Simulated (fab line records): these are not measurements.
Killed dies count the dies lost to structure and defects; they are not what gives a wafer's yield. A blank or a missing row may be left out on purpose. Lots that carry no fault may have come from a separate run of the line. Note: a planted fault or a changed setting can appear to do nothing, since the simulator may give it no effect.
fab line records    flow nand-harc
[record] lots = 6  wafers = 18  last-day = 33
route steps=1302 shown A_M1@1180 A_BONDPAD@1202 END@1302
lots that met no fault: taken from a fault-free run of the same line
start-h: start of the lot's first displayed wafer, in hours after the record's first day    wait-h: hours from the lot's prior step to this one    " identical to the entry in the row above    L1.1+2: several wafers, shown together as one row    - no value present, or no start provided    * or withheld: withheld    < > ~ a bound
route shown NAME@n: names a module that has steps shown in the file, with the first one's number in the route    usual: mean/standard deviation of fault-free wafers    same: alike in all rows    chamber/n: place in a boat    sites: each site's reading    _std_site: their standard deviation    _edge_site: outer sites' mean less inner sites'    radius-mm: how far each site lies from the wafer's centre    mask NAME#n: copy n    behind: the tool/chamber that last shaped the wafer    hold: reason for holding the lot/hours on hold/outcome of the hold    device: whichever transistor did not switch (one of n, p or np)    end of line: the tests these same wafers got at the end of their route    a step without rows: its recipe alone    killed: dies lost to structure and defects at the first sort, not the wafer's yield    map: per-die view of a wafer (x killed, . not killed, _ where there is no die)
set.NAME: the run value of the setting; set.NAME@STEP: its run value at that earlier step    model.NAME: the simulator's own value behind a step, which no gauge read
lots seen at some steps along the route; tables by step, rows by wafer
services: a tool's chamber out of use, with start hour (start-h, from the record's first day; less than 0 if before it), hours out, and reason
[[steps]]
[step NHARC_A_M1_OVL_MEAS_10]
[recipe] pitch-nm = 240
[usual] overlay-x-nm = 0.0/0.85  overlay-y-nm = 0.3/0.87
lot.wafer  tool        chamber  start-h  wait-h  overlay-x-nm  overlay-y-nm
L209.3     overlay-02  -        584.96   -       -0.4          1.7
L209.5     "           -        "        "       0.0           0.9
L209.6     "           -        "        "       -0.1          1.6
L210.1     overlay-01  -        617.91   -       -0.1          0.1
L210.5     "           -        "        "       -0.1          0.2
L210.6     "           -        "        "       -0.6          0.2
L213.1     overlay-01  -        630.28   -       0.3           -0.2
L213.2     "           -        "        "       0.4           0.7
L213.6     "           -        "        "       0.4           1.0
L212.1     overlay-01  -        631.94   -       0.1           -0.9
L212.4     "           -        "        "       0.1           -0.6
L212.5     "           -        "        "       -0.4          -0.5
L214.1     overlay-02  -        655.28   -       1.5           0.0
L214.3     "           -        "        "       1.3           0.2
L214.6     "           -        "        "       1.0           -0.1
L223.4     overlay-02  -        740.46   -       0.2           0.0
L223.5     "           -        "        "       0.5           -0.7
L223.6     "           -        "        "       0.5           0.3
[step NHARC_A_M1_INSPECT_11]
[usual] raw-defect-count = 87/38
lot.wafer  tool               chamber  start-h  wait-h  raw-defect-count
L209.3     defect-inspect-01  -        584.99   0.0     118
L209.5     "                  -        "        "       141
L209.6     "                  -        "        "       142
L210.1     defect-inspect-01  -        617.94   0.0     59
L210.5     "                  -        "        "       80
L210.6     "                  -        "        "       82
L213.1     defect-inspect-02  -        630.32   0.0     30
L213.2     "                  -        "        "       29
L213.6     "                  -        "        "       16
L212.1     defect-inspect-02  -        631.97   0.0     98
L212.4     "                  -        "        "       90
L212.5     "                  -        "        "       92
L214.1     defect-inspect-01  -        655.31   0.0     70
L214.3     "                  -        "        "       78
L214.6     "                  -        "        "       67
L223.4     defect-inspect-02  -        740.49   0.0     68
L223.5     "                  -        "        "       55
L223.6     "                  -        "        "       61
[step NHARC_A_M1_DESCUM_14]
[recipe] time-s = 3  o2-flow-sccm = 200  ar-flow-sccm = 0  bias-power-w = 0  chemistry = O2
[step NHARC_A_M1_ETCH_35]
[recipe] target-depth-a = 400  overetch-a = 120  time-s = 43.94  ion-energy-ev = 200  n2-flow-sccm = 150  h2-flow-sccm = 150  ar-flow-sccm = 0  rf-w = 400  bias-w = 150  chemistry = N2/H2
[step NHARC_A_M1_ETCH_15]
[recipe] target-depth-a = 1825  time-s = 91.2  c4f8-flow-sccm = withheld  ar-flow-sccm = 400  rf-w = 600  bias-w = 300  chemistry = C4F8/Ar
[step NHARC_A_M1_CD_MEAS_16]
[usual] cd-nm = 119.9/0.59
lot.wafer  tool       chamber  start-h  wait-h  cd-nm
L209.3     cd-sem-03  -        585.36   -       120.7
L209.5     "          -        "        "       120.6
L209.6     "          -        "        "       120.5
L210.1     cd-sem-02  -        618.31   -       118.5
L210.5     "          -        "        "       120.5
L210.6     "          -        "        "       119.8
L213.1     cd-sem-01  -        630.68   -       118.9
L213.2     "          -        "        "       119.2
L213.6     "          -        "        "       119.8
L212.1     cd-sem-01  -        632.34   -       120.9
L212.4     "          -        "        "       120.6
L212.5     "          -        "        "       120.3
L214.1     cd-sem-02  -        655.68   -       120.4
L214.3     "          -        "        "       119.5
L214.6     "          -        "        "       119.5
L223.4     cd-sem-03  -        740.86   -       120.6
L223.5     "          -        "        "       120.3
L223.6     "          -        "        "       120.3
[step NHARC_A_M1_STRIP_18]
[recipe] power-w = 1000  n2-flow-sccm = 150  h2-flow-sccm = 150  ar-flow-sccm = 0  bias-w = 0  chemistry = N2/H2
[step NHARC_A_M1_ETCH_28]
[recipe] target-depth-a = 300  over-etch-frac = 0.3  time-s = 72.99  ion-energy-ev = 150  cf4-flow-sccm = 50  n2-flow-sccm = 100  ar-flow-sccm = 150  rf-w = 300  bias-w = 100  chemistry = CF4/N2
[usual] drypump-motor-current-A = 5.5/0.42  oes-product-au = 0.999/0.0075  rf-vpp-V = 313.4/2  showerhead-plenum-p-Torr = 2.59/0.11  throttle-valve-pct = 19.793/0.0092
lot.wafer  tool         chamber  start-h  wait-h  drypump-motor-current-A  oes-product-au  rf-hours-counter-h  rf-vpp-V  showerhead-plenum-p-Torr  throttle-valve-pct
L209.3     rie-diel-13  2        -        -       5.8                      0.987           5.3                 315.3     2.65                      19.786
L209.5     "            2        "        "       5.8                      0.988           -                   314.1     2.65                      19.801
L209.6     "            3        "        "       5.7                      0.998           -                   312.9     2.61                      19.800
L210.1     rie-diel-06  2        -        -       5.3                      0.997           3.0                 312.9     2.58                      19.790
L210.6     "            3        "        "       6.1                      0.999           -                   312.6     2.56                      19.808
L210.5     "            0        "        "       5.1                      1.005           -                   317.4     2.82                      19.798
L213.2     rie-diel-13  1        -        -       5.4                      1.002           6.7                 311.3     2.47                      19.789
L213.1     "            0        "        "       5.2                      0.996           7.2                 312.2     2.50                      19.788
L213.6     "            0        "        "       5.1                      1.007           -                   313.1     2.50                      19.792
L212.1     rie-diel-11  0        -        -       6.1                      1.003           2.0                 312.8     2.52                      19.782
L212.4     "            2        "        "       4.9                      0.998           1.9                 311.7     2.49                      19.789
L212.5     "            0        "        "       6.1                      1.006           -                   311.7     2.52                      19.798
L214.3     rie-diel-11  0        -        -       6.1                      1.003           2.6                 311.1     2.52                      19.786
L214.1     "            1        "        "       5.3                      1.003           2.3                 316.1     2.76                      19.803
L214.6     "            0        "        "       6.1                      0.999           -                   311.5     2.52                      19.804
L223.4     rie-diel-13  2        -        -       5.8                      0.992           2.7                 314.1     2.64                      19.777
L223.6     "            0        "        "       5.1                      0.998           -                   312.2     2.50                      19.793
L223.5     "            1        "        "       5.4                      1.017           -                   311.3     2.47                      19.792
[step NHARC_A_M1_STRIP_19]
[recipe] time-s = 600  temp-c = 30  chemistry = post-etch-residue-remover
[step NHARC_A_M1_DEGAS_29]
[recipe] temp-c = 250  time-s = 60
[step NHARC_A_M1_PRE_CLEAN_30]
[recipe] time-s = 30  temp-c = 280  gas = H2/He
[step NHARC_A_M1_PVD_20]
[recipe] target-thk-a = 50  bias-v = 168.6  power-w = 15000  chamber-pressure-pa = 0.12  time-s = 8.06  substrate-temp-c = 50  material = TaN
[step NHARC_A_M1_PVD_21]
[recipe] target-thk-a = 300  chamber-pressure-pa = 5  power-w = 5000  substrate-temp-c = 30  time-s = 20.49  material = Cu
[usual] chamber-pressure-pa = 4.999/0.01  throttle-valve-pct = 30.2/1.2
lot.wafer  tool            chamber  start-h  wait-h  chamber-pressure-pa  throttle-valve-pct
L209.3     pvd-sputter-03  -        586.32   -       5.004                29.1
L209.5     "               -        "        "       4.999                32.1
L209.6     "               -        "        "       5.011                29.9
L210.1     pvd-sputter-01  -        619.28   -       5.000                30.0
L210.6     "               -        "        "       4.993                30.2
L210.5     "               -        "        "       4.999                29.7
L213.2     pvd-sputter-01  -        631.68   -       5.011                29.8
L213.1     "               -        "        "       5.020                29.6
L213.6     "               -        "        "       5.007                30.3
L212.4     pvd-sputter-01  -        633.29   -       4.987                29.7
L212.1     "               -        "        "       5.008                28.8
L212.5     "               -        "        "       5.000                30.4
L214.1     pvd-sputter-01  -        656.62   -       4.985                29.8
L214.3     "               -        "        "       4.994                29.6
L214.6     "               -        "        "       4.991                30.0
L223.4     pvd-sputter-01  -        741.83   -       4.988                28.5
L223.6     "               -        "        "       5.016                30.0
L223.5     "               -        "        "       4.993                30.3
[step NHARC_A_M1_ECD_22]
[recipe] target-thk-a = 4000  bath-temp-c = 25  material = Cu
[step NHARC_A_M1_ANNEAL_31]
[recipe] temp-c = 225  time-s = 90
[step NHARC_A_M1_CMP_23]
[recipe] t-overpolish-s = 20  target-thk-nm = 154.34
[usual] motor-current-A = 11.7/1  time-to-endpoint-s = 28.0/2.4
lot.wafer  tool    chamber  start-h  wait-h  motor-current-A  time-to-endpoint-s
L209.3     cmp-01  0        587.17   -       13.8             28.9
L209.6     "       0        "        "       13.8             28.0
L209.5     "       1        "        "       13.4             32.1
L210.1     cmp-04  0        620.13   -       12.0             32.3
L210.6     "       3        "        "       12.8             31.0
L210.5     "       0        "        "       12.1             29.2
L213.1     cmp-03  3        632.57   -       11.6             27.0
L213.2     "       0        "        "       10.0             25.5
L213.6     "       3        "        "       11.8             29.0
L212.1     cmp-04  2        634.14   -       11.4             29.7
L212.4     "       3        "        "       11.9             31.5
L212.5     "       3        "        "       11.1             28.5
L214.3     cmp-01  3        657.49   -       13.2             24.3
L214.1     "       2        "        "       12.7             28.4
L214.6     "       0        "        "       13.2             26.9
L223.4     cmp-04  3        742.66   -       12.4             27.7
L223.5     "       3        "        "       10.9             29.7
L223.6     "       0        "        "       12.0             27.5
[step NHARC_A_M1_SRD_25]
[step NHARC_A_M1_PRE_CLEAN_32]
[recipe] time-s = 12  temp-c = 370  rf-power-w = 300  gas = NH3
[step NHARC_A_M1_DEP_33]
[recipe] target-thk-a = 300  temp-c = 370  target-thk-nm = 30  pressure-torr = 3  flow-sccm = 200  rf-w = 450  material = SiCN
[step NHARC_A_BONDPAD_DEP_00]
[recipe] target-thk-a = 2500  temp-c = 370  target-thk-nm = 250  pressure-torr = 3  flow-sccm = 200  rf-w = 450  material = SiCN
[step NHARC_A_BONDPAD_CMP_29]
[recipe] target-thk-nm = 200  material = SiCN
[step NHARC_A_BONDPAD_THK_MEAS_30]
[recipe] thk-meas-gauge = ellipsometry
[usual] thk-nm = 200.0/1.2
lot.wafer  tool           chamber  start-h  wait-h  thk-nm
L209.3     film-metro-01  -        589.01   0.2     199.4
L209.5     "              -        "        "       199.3
L209.6     "              -        "        "       199.4
L210.1     film-metro-01  -        622.06   0.2     199.4
L210.5     "              -        "        "       199.7
L210.6     "              -        "        "       201.0
L213.1     film-metro-02  -        634.68   0.2     200.0
L213.2     "              -        "        "       198.4
L213.6     "              -        "        "       200.9
L212.1     film-metro-01  -        636.13   0.2     199.2
L212.4     "              -        "        "       199.6
L212.5     "              -        "        "       202.8
L214.1     film-metro-01  -        659.46   0.2     198.1
L214.3     "              -        "        "       197.7
L214.6     "              -        "        "       198.8
L223.4     film-metro-02  -        744.49   0.2     199.7
L223.5     "              -        "        "       198.5
L223.6     "              -        "        "       201.0
[step NHARC_A_BONDPAD_SRD_31]
[step NHARC_A_BONDPAD_DEHYDRATE_01]
[recipe] temp-c = 150  time-s = 120
[step NHARC_A_BONDPAD_HMDS_02]
[recipe] time-s = 30
[step NHARC_A_BONDPAD_COAT_33]
[recipe] temp-c = 200  time-s = 65
[step NHARC_A_BONDPAD_COAT_03]
[recipe] spin-rpm = 2000  resist-thk-nm = 600
[step NHARC_A_BONDPAD_SOFTBAKE_04]
[recipe] temp-c = 125  time-s = 70
[step NHARC_A_BONDPAD_EBR_05]
[step NHARC_A_BONDPAD_EXPOSE_06]
[recipe] na = 0.55  dose-mj = 36.99  mask-id = A_BPAD
[step NHARC_A_BONDPAD_PEB_07]
[recipe] peb-temp-c = 128  peb-time-s = 80
[step NHARC_A_BONDPAD_DEVELOP_08]
[recipe] time-s = 50  dev-temp-c = 22
[step NHARC_A_BONDPAD_CD_MEAS_09]
[recipe] target-cd-nm = 500  landing-energy-ev = 500
[usual] cd-nm = 499.6/1.4
lot.wafer  tool       chamber  start-h  wait-h  cd-nm
L209.3     cd-sem-03  0        589.58   -       499.3
L209.5     "          0        "        "       499.2
L209.6     "          0        "        "       500.2
L210.1     cd-sem-03  0        622.50   -       498.8
L210.5     "          0        "        "       500.9
L210.6     "          0        "        "       499.2
L213.1     cd-sem-03  0        635.25   -       500.0
L213.2     "          0        "        "       498.4
L213.6     "          0        "        "       497.8
L212.1     cd-sem-03  0        636.70   -       499.5
L212.4     "          0        "        "       498.5
L212.5     "          0        "        "       497.9
L214.1     cd-sem-03  0        660.06   -       500.0
L214.3     "          0        "        "       499.7
L214.6     "          0        "        "       498.1
L223.4     cd-sem-03  0        745.06   -       499.7
L223.5     "          0        "        "       498.2
L223.6     "          0        "        "       499.5
[step NHARC_A_BONDPAD_OVL_MEAS_35]
[usual] overlay-x-nm = -1/5.8  overlay-y-nm = 1/5.5
lot.wafer  tool        chamber  start-h  wait-h  overlay-x-nm  overlay-y-nm
L209.3     overlay-01  -        589.66   -       -6            3
L209.5     "           -        "        "       -6            2
L209.6     "           -        "        "       -7            2
L210.1     overlay-01  -        622.59   -       -1            -2
L210.5     "           -        "        "       -2            -2
L210.6     "           -        "        "       -1            -3
L213.1     overlay-02  -        635.34   -       -1            2
L213.2     "           -        "        "       -1            2
L213.6     "           -        "        "       -1            2
L212.1     overlay-02  -        636.79   -       -6            -6
L212.4     "           -        "        "       -7            -5
L212.5     "           -        "        "       -7            -5
L214.1     overlay-02  -        660.14   -       4             3
L214.3     "           -        "        "       4             3
L214.6     "           -        "        "       4             4
L223.4     overlay-02  -        745.14   -       -4            6
L223.5     "           -        "        "       -3            6
L223.6     "           -        "        "       -3            6
[step NHARC_A_BONDPAD_HARDBAKE_10]
[recipe] temp-c = 118  time-s = 65
[step NHARC_A_BONDPAD_DESCUM_11]
[recipe] time-s = 3  o2-flow-sccm = 200  ar-flow-sccm = 0  bias-power-w = 0  chemistry = O2
[usual] drypump-motor-current-A = 5.6/0.51  oes-product-au = 0.999/0.009  rf-vpp-V = 57.7/0.82  showerhead-plenum-p-Torr = 1.90/0.057  throttle-valve-pct = 11.311/0.0084
lot.wafer  tool         chamber  start-h  wait-h  drypump-motor-current-A  oes-product-au  rf-hours-counter-h  rf-vpp-V  showerhead-plenum-p-Torr  throttle-valve-pct
L209.3     rie-diel-01  2        589.81   -       5.9                      1.003           2                   57.0      1.98                      11.323
L209.6     "            3        "        "       5.5                      0.998           -                   57.6      1.81                      11.322
L209.5     "            0        "        "       6.5                      1.001           -                   57.7      1.90                      11.316
L210.1     rie-diel-07  2        622.73   -       5.9                      1.000           44                  57.3      1.87                      11.324
L210.6     "            0        "        "       6.5                      1.005           -                   58.0      2.00                      11.330
L210.5     "            1        "        "       5.7                      1.003           -                   56.8      1.85                      11.309
L213.1     rie-diel-07  0        635.53   -       6.5                      1.011           46                  57.4      2.00                      11.311
L213.2     "            1        "        "       5.7                      1.013           45                  55.9      1.85                      11.321
L213.6     "            1        "        "       5.7                      1.000           -                   58.0      1.85                      11.311
L212.1     rie-diel-07  0        636.91   -       6.5                      0.993           46                  56.9      2.00                      11.315
L212.4     "            3        "        "       6.1                      0.999           54                  56.4      1.82                      11.304
L212.5     "            0        "        "       6.4                      0.999           -                   57.7      2.00                      11.288
L214.1     rie-diel-03  2        660.27   -       5.0                      1.010           0                   57.6      1.83                      11.310
L214.3     "            1        "        "       5.7                      1.003           1                   57.8      1.95                      11.311
L214.6     "            2        "        "       5.0                      1.008           -                   58.8      1.83                      11.303
L223.4     rie-diel-03  2        745.27   -       5.0                      1.008           4                   56.2      1.83                      11.328
L223.6     "            1        "        "       5.7                      0.999           -                   59.0      1.94                      11.322
L223.5     "            2        "        "       5.0                      0.992           -                   57.5      1.83                      11.305
[step NHARC_A_BONDPAD_ETCH_34]
[recipe] target-depth-a = 600  overetch-a = 180  time-s = 65.91  ion-energy-ev = 200  n2-flow-sccm = 150  h2-flow-sccm = 150  ar-flow-sccm = 0  rf-w = 400  bias-w = 150  chemistry = N2/H2
[usual] drypump-motor-current-A = 5.6/0.49  oes-product-au = 1.001/0.0089  rf-vpp-V = 430.3/2  showerhead-plenum-p-Torr = 2.03/0.063  throttle-valve-pct = 14.172/0.0082
lot.wafer  tool         chamber  start-h  wait-h  drypump-motor-current-A  oes-product-au  rf-hours-counter-h  rf-vpp-V  showerhead-plenum-p-Torr  throttle-valve-pct
L209.3     rie-diel-01  3        589.88   0.1     5.5                      1.015           3                   427.9     1.93                      14.179
L209.6     "            1        "        "       5.3                      1.015           -                   431.2     2.07                      14.181
L209.5     "            2        "        "       5.9                      1.009           -                   432.4     2.12                      14.167
L210.1     rie-diel-07  0        622.80   0.1     6.5                      1.004           42                  432.8     2.14                      14.185
L210.5     "            3        "        "       6.1                      1.003           -                   426.2     1.93                      14.174
L210.6     "            0        "        "       6.5                      1.003           -                   434.5     2.14                      14.171
L213.2     rie-diel-07  2        635.63   0.1     5.9                      0.997           46                  429.0     1.99                      14.154
L213.1     "            0        "        "       6.5                      1.011           46                  433.1     2.14                      14.178
L213.6     "            3        "        "       6.1                      1.010           -                   428.3     1.93                      14.162
L212.4     rie-diel-07  3        637.00   0.1     6.1                      1.006           54                  426.6     1.93                      14.174
L212.1     "            0        "        "       6.5                      1.005           46                  434.1     2.14                      14.177
L212.5     "            3        "        "       6.1                      1.017           -                   427.1     1.93                      14.163
L214.1     rie-diel-03  0        660.37   0.1     6.0                      0.980           1                   429.4     2.00                      14.151
L214.3     "            1        "        "       5.7                      1.007           1                   432.4     2.07                      14.177
L214.6     "            3        "        "       5.0                      1.014           -                   432.0     2.08                      14.165
L223.4     rie-diel-03  3        745.35   0.1     5.0                      0.999           4                   431.9     2.08                      14.183
L223.6     "            3        "        "       5.0                      1.007           -                   432.0     2.08                      14.167
L223.5     "            0        "        "       6.0                      0.991           -                   430.0     2.00                      14.166
[step NHARC_A_BONDPAD_ETCH_12]
[recipe] target-depth-a = 2200  time-s = 110  chf3-flow-sccm = 50  o2-flow-sccm = 10  ar-flow-sccm = 200  rf-w = 500  bias-w = 200  chemistry = CHF3/O2
[usual] drypump-motor-current-A = 5.6/0.49  oes-product-au = 0.943/0.019  rf-vpp-V = 370.3/1.7  showerhead-plenum-p-Torr = 2.39/0.068  throttle-valve-pct = 20.572/0.0079
lot.wafer  tool         chamber  start-h  wait-h  drypump-motor-current-A  oes-product-au  rf-hours-counter-h  rf-vpp-V  showerhead-plenum-p-Torr  throttle-valve-pct
L209.3     rie-diel-01  2        -        -       5.8                      0.923           2                   372.0     2.49                      20.570
L209.5     "            1        "        "       5.3                      0.920           -                   370.1     2.43                      20.567
L209.6     "            2        "        "       5.9                      0.924           -                   372.8     2.49                      20.588
L210.1     rie-diel-07  2        -        -       5.9                      0.931           44                  368.8     2.35                      20.567
L210.5     "            2        "        "       5.9                      0.922           -                   369.1     2.35                      20.577
L210.6     "            3        "        "       6.1                      0.935           -                   367.5     2.29                      20.572
L213.1     rie-diel-07  2        -        -       5.9                      0.915           46                  371.1     2.35                      20.565
L213.2     "            0        "        "       6.5                      0.936           46                  371.1     2.51                      20.561
L213.6     "            1        "        "       5.7                      0.929           -                   369.0     2.33                      20.572
L212.4     rie-diel-07  1        -        -       5.7                      0.921           45                  368.8     2.33                      20.580
L212.1     "            3        "        "       6.2                      0.933           54                  367.7     2.29                      20.587
L212.5     "            0        "        "       6.5                      0.933           -                   373.2     2.51                      20.576
L214.1     rie-diel-03  0        -        -       6.0                      0.957           1                   370.0     2.36                      20.575
L214.3     "            2        "        "       5.0                      0.962           1                   367.7     2.31                      20.553
L214.6     "            3        "        "       5.0                      0.960           -                   371.5     2.45                      20.564
L223.4     rie-diel-03  3        -        -       5.0                      0.974           4                   372.4     2.45                      20.574
L223.5     "            1        "        "       5.7                      0.955           -                   370.7     2.44                      20.574
L223.6     "            2        "        "       5.0                      0.958           -                   367.3     2.31                      20.565
[step NHARC_A_BONDPAD_CD_MEAS_13]
[usual] cd-nm = 499.1/1.5
lot.wafer  tool       chamber  start-h  wait-h  cd-nm
L209.3     cd-sem-01  -        590.11   -       498.2
L209.5     "          -        "        "       498.3
L209.6     "          -        "        "       499.2
L210.1     cd-sem-03  -        623.03   -       497.7
L210.5     "          -        "        "       499.7
L210.6     "          -        "        "       498.5
L213.1     cd-sem-01  -        635.86   -       498.4
L213.2     "          -        "        "       497.6
L213.6     "          -        "        "       496.9
L212.1     cd-sem-03  -        637.23   -       498.9
L212.4     "          -        "        "       498.8
L212.5     "          -        "        "       497.5
L214.1     cd-sem-03  -        660.58   -       499.2
L214.3     "          -        "        "       499.3
L214.6     "          -        "        "       497.9
L223.4     cd-sem-02  -        745.58   -       499.8
L223.5     "          -        "        "       497.6
L223.6     "          -        "        "       499.1
[step NHARC_END_SORT_01]
[recipe] temp-c = 25
[usual] defect-limited-yield = 92.9/2.4  killed-at-array = 44/16  killed-at-other = 0.6/1.1  killed-at-periphery = 3.9/2.6  killed-dies = 48/16  killed-open = 3.1/1.9  killed-short = 2.4/1.8  sort_bin_2_pct = 2.6/1  sort_bin_3_pct = 0.6/0.39  sort_bin_4_pct = 4.0/1.4  sort-n-pass = 629/16  sort-rim-yield-pct = 89/4.3  sort-yield-pct = 92.9/2.4
[same] gross-dies = 677  sort_bin_5_pct[%] = 0  sort_bin_6_pct[%] = 0  sort_bin_7_pct[%] = 0  sort_bin_8_pct[%] = 0  sort-rim-n-gross = 106.00
lot.wafer  tool       chamber  start-h  wait-h  defect-limited-yield[%]  killed-at-array  killed-at-other  killed-at-periphery  killed-dies  killed-open  killed-short  sort_bin_2_pct[%]  sort_bin_3_pct[%]  sort_bin_4_pct[%]  sort-n-pass  sort-rim-yield-pct[%]  sort-yield-pct[%]
L209.3     prober-02  0        625.65   3.1     90.0                     67               0                1                    68           2            4             3.8                0.4                5.8                609          98                     90.0
L209.5     prober-02  0        627.26   3.7     88.2                     77               1                2                    80           3            1             4.4                1.0                6.4                597          94                     88.2
L209.6     prober-02  0        628.07   4.0     91.6                     54               0                3                    57           6            0             3.4                0.4                4.6                620          82                     91.6
L212.5     prober-02  0        671.07   3.7     83.0                     110              0                5                    115          3            4             6.8                2.8                7.4                562          90                     83.0
L214.1     prober-01  0        695.13   2.5     82.9                     109              0                7                    116          4            3             8.0                3.4                5.8                561          89                     82.9
L214.3     prober-01  0        696.74   3.1     94.8                     29               0                6                    35           3            1             2.4                0.6                2.2                642          92                     94.8
L214.6     prober-01  0        699.14   4.0     93.6                     38               2                3                    43           1            6             2.8                0.3                3.2                634          87                     93.6
L223.4     prober-02  0        782.51   3.4     93.5                     40               0                4                    44           4            2             2.7                0.6                3.2                633          86                     93.5
L223.5     prober-02  0        783.31   3.7     93.8                     37               0                5                    42           1            3             2.2                0.6                3.4                635          90                     93.8
L223.6     prober-02  0        784.12   4.0     93.8                     39               0                3                    42           1            2             2.5                0.1                3.5                635          91                     93.8
// killed by level:class
L209.3 A_CHANNEL_HOLE_D2:chamber-film-flake=25 A_CHANNEL_HOLE_D1:chamber-film-flake=17 A_CONTACT:chamber-film-flake=9 A_STAIRCASE:chamber-film-flake=6 A_SGD_CUT:chamber-film-flake=2 A_ONON_D1:geometric-particle:short=1 A_CHANNEL_FILL_D2:geometric-particle:short=1 A_SGD_CUT:geometric-particle:short=1
L209.5 A_CHANNEL_HOLE_D2:chamber-film-flake=28 A_CHANNEL_HOLE_D1:chamber-film-flake=24 A_CONTACT:chamber-film-flake=9 A_STAIRCASE:chamber-film-flake=5 A_SGD_CUT:chamber-film-flake=2 A_M0:chamber-film-flake=2 A_ONON_D1:geometric-particle:short=1 A_CHANNEL_HOLE_D2:geometric-particle:open=1
L209.6 A_CHANNEL_HOLE_D2:chamber-film-flake=16 A_CHANNEL_HOLE_D1:chamber-film-flake=11 A_CONTACT:chamber-film-flake=7 A_STAIRCASE:chamber-film-flake=6 A_M0:chamber-film-flake=5 A_WL_FILL:chamber-film-flake=3 A_CHANNEL_FILL_D1:geometric-particle:open=2 A_CHANNEL_FILL_D2:geometric-particle:open=2
L212.5 A_M1:unspecified=74 A_CHANNEL_HOLE_D2:chamber-film-flake=11 A_SLIT:chamber-film-flake=11 A_STAIRCASE:chamber-film-flake=6 A_SOURCE_PLATE:geometric-particle:short=2 P_ZERO_WELL:chamber-film-flake=2 P_GATE:geometric-particle:open=1 P_M0:geometric-particle:open=1
L214.1 A_M1:unspecified=73 A_SLIT:chamber-film-flake=15 A_CHANNEL_HOLE_D1:chamber-film-flake=4 A_WL_FILL:chamber-film-flake=3 A_CONTACT:chamber-film-flake=3 A_CONTACT:geometric-particle:open=2 P_ZERO_WELL:chamber-film-flake=2 P_STI:chamber-film-flake=2
L214.3 A_SLIT:chamber-film-flake=17 P_GATE:chamber-film-flake=3 A_SGD_CUT:chamber-film-flake=3 A_CONTACT:chamber-film-flake=3 A_ONON_D2:geometric-particle:open=2 P_STI:chamber-film-flake=2 A_STAIRCASE:chamber-film-flake=2 P_M1:geometric-particle:short=1
L214.6 A_SLIT:chamber-film-flake=18 A_CONTACT:chamber-film-flake=5 A_ONON_D2:geometric-particle:short=3 A_CHANNEL_HOLE_D1:chamber-film-flake=3 P_ZERO_WELL:chamber-film-flake=2 THIN_TSV:chamber-film-flake=2 A_CHANNEL_HOLE_D1:geometric-particle:short=1 A_CHANNEL_FILL_D2:geometric-particle:short=1
L223.4 A_CHANNEL_HOLE_D2:chamber-film-flake=19 A_SLIT:chamber-film-flake=8 A_CONTACT:chamber-film-flake=5 P_M0:geometric-particle:open=1 A_CHANNEL_HOLE_D1:geometric-particle:short=1 A_CHANNEL_FILL_D1:geometric-particle:open=1 A_CHANNEL_FILL_D1:geometric-particle:short=1 A_CHANNEL_FILL_D2:geometric-particle:open=1
L223.5 A_CHANNEL_HOLE_D2:chamber-film-flake=19 A_SLIT:chamber-film-flake=4 A_CONTACT:chamber-film-flake=4 A_STAIRCASE:chamber-film-flake=3 P_GATE:chamber-film-flake=2 P_BONDPAD:chamber-film-flake=2 A_CHANNEL_HOLE_D1:geometric-particle:short=1 A_CHANNEL_FILL_D1:geometric-particle:open=1
L223.6 A_CHANNEL_HOLE_D2:chamber-film-flake=16 A_SLIT:chamber-film-flake=9 A_STAIRCASE:chamber-film-flake=5 A_CHANNEL_HOLE_D1:chamber-film-flake=3 P_GATE:chamber-film-flake=2 A_CHANNEL_FILL_D1:geometric-particle:open=1 A_CHANNEL_FILL_D1:geometric-particle:short=1 A_SGD_CUT:geometric-particle:short=1
// map L212.5 (x killed, . not)
____________.____________
_________......._________
_______..........._______
______.............______
_____............x.._____
____...........x.....____
____......x..........____
___.............x.x.xx___
___................x.x___
__......x............xx__
__...................xx__
_...................xxxx_
_....................xxx_
_............x........xx_
_...................xx.x_
_......x.xxx.........xx._
.......xxxxx....x......x.
x......xxxx.x........x...
....x.xxxxxxx............
.....x.xxxxx.x...........
......xxxxxxx............
_......xxxxxxx.........._
_.....xxxxxxxxx.....x..._
_.....xxxxxx............_
_.....xx.xxx.x.........._
_......xxxxx............_
__....xxx....x.........__
__.x...............x...__
___....x...xx.........___
___..............x....___
____.................____
____..............x..____
_____..............._____
______.............______
_______x.........._______
_________......._________
____________.____________
// map L214.1 (x killed, . not)
____________.____________
_________......._________
_______..........._______
______.............______
_____.x............._____
____.................____
____.................____
___..................x___
___.......x...........___
__......x........x..x.x__
__.....x..............x__
_.....................xx_
_...................xxxx_
_x................xx...x_
_..x...................x_
_.......x...........x.x._
.......x.xxx...........x.
....x.xxxxxxx...x.....x..
.....xxxxxxxxx...........
.....xxxxxxxxxx..........
......xxxxxxx............
_...x.xxxxxxxx.x........_
_.....xxxxxx.x.........._
_...x..xxxxxxx....x....._
_.....xxxxxxx.x.....x..._
_......xxxxx............_
__..x...xx.x...........__
__.....................__
___..x................___
___...................___
____......x..........____
____.................____
_____......x........_____
______......x......______
_______.x....x...._______
_________..x...._________
____________.____________
[[services]]
tool            chamber  start-h  hours  kind
rie-diel-07     0        562.55   12.0   repair
cmp-04          -        575.25   0.9    repair
cmp-01          -        577.57   4.0    pm
pvd-sputter-01  -        582.04   10.0   pm
cmp-01          -        593.78   1.9    repair
rie-diel-01     3        601.55   3.7    repair
cmp-04          -        602.20   4.0    pm
rie-diel-01     1        604.61   18.3   repair
rie-diel-11     -        609.50   9.0    pm
rie-diel-13     3        629.27   2.4    repair
rie-diel-03     -        635.31   9.0    pm
pvd-sputter-01  -        638.48   5.0    repair
rie-diel-07     -        648.23   9.0    pm
cmp-01          -        655.85   0.8    repair
cmp-04          -        657.23   1.8    repair
rie-diel-13     2        657.32   9.6    repair
pvd-sputter-01  -        672.18   4.0    repair
cmp-01          -        675.57   4.0    pm
cmp-04          -        679.67   1.3    repair
cmp-04          -        688.45   0.6    repair
rie-diel-13     -        696.00   9.0    pm
cmp-04          -        700.34   4.0    pm
rie-diel-01     -        735.11   9.0    pm
cmp-04          -        739.01   0.9    repair
[[key]]
[first-sign] step = NHARC_END_SORT_01  reading = killed-at-array  direction = up  sigmas = 4.2  usual = 44  struck = 110
[effect] step = NHARC_END_SORT_01  reading = killed-dies  direction = up  sigmas = 4.1  usual = 48  struck = 116
[more-kills-born-at] NHARC_A_M1_PVD_21@pvd-sputter-01 = 147
met-at NHARC_A_M1_PVD_21
struck-wafers L212.5,L214.1
onset-between 631.68 633.29
[fault] kind = chamber-particle-source  tool = pvd-sputter-01  chamber = -  onset-h = 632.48  steps = NHARC_A_M1_PVD_21  rate-per-visit-cm2 = 0.57757  end-h = 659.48  scope = struck-wafers-only
